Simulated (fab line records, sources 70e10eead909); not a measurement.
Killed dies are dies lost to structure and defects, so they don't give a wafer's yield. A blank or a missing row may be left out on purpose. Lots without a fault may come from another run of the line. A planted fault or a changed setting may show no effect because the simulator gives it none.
Chamber matching | flow nand_harc | NHARC_A_STAIRCASE_DEP_325 on pecvd-04: 3 sister chambers
The step deposits SiO2, target thk 3800 nm. 3 wafers are shown with their chamber, then 7 later ones without.

WAFERS WITH THEIR CHAMBER
wafer  | chamber | heater_power_w (W)
L090.1 | 0       | 706
L095.1 | 2       | 768
L095.2 | 1       | 719

WAFERS WITHOUT THEIR CHAMBER
wafer  | heater_power_w (W)
L095.3 | 670
L093.2 | 688
L093.4 | 637
L093.6 | 658
L097.1 | 773
L097.4 | 618
L097.5 | 641

WHICH CHAMBER EACH WENT THROUGH
wafer  | from the rows above          | in truth
L095.3 | can't be placed: 0 or 1 or 2 | 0
L093.2 | can't be placed: 0 or 1 or 2 | 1
L093.4 | can't be placed: 0 or 1 or 2 | 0
L093.6 | can't be placed: 0 or 1 or 2 | 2
L097.1 | can't be placed: 2 or 1 or 0 | 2
L097.4 | can't be placed: 0 or 1 or 2 | 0
L097.5 | can't be placed: 0 or 1 or 2 | 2
Placed correctly: 0 of 7. Can't be placed from these rows: 7 (the true chamber is among the candidates in 7). Placed wrongly: 0.
How it was worked out, from the rows above alone: a wafer's distance from a chamber is the root of the sum, over the readings, of the square of ((its reading less the chamber's mean) divided by the reading's scatter). The wafer belongs to the nearest chamber; if the next one is less than 2 further off, it can't be placed. A chamber's mean is the mean of its shown wafers. The scatter: with one shown wafer a chamber, the root of the mean of the squares of how far each hidden wafer lies from its nearest shown one.
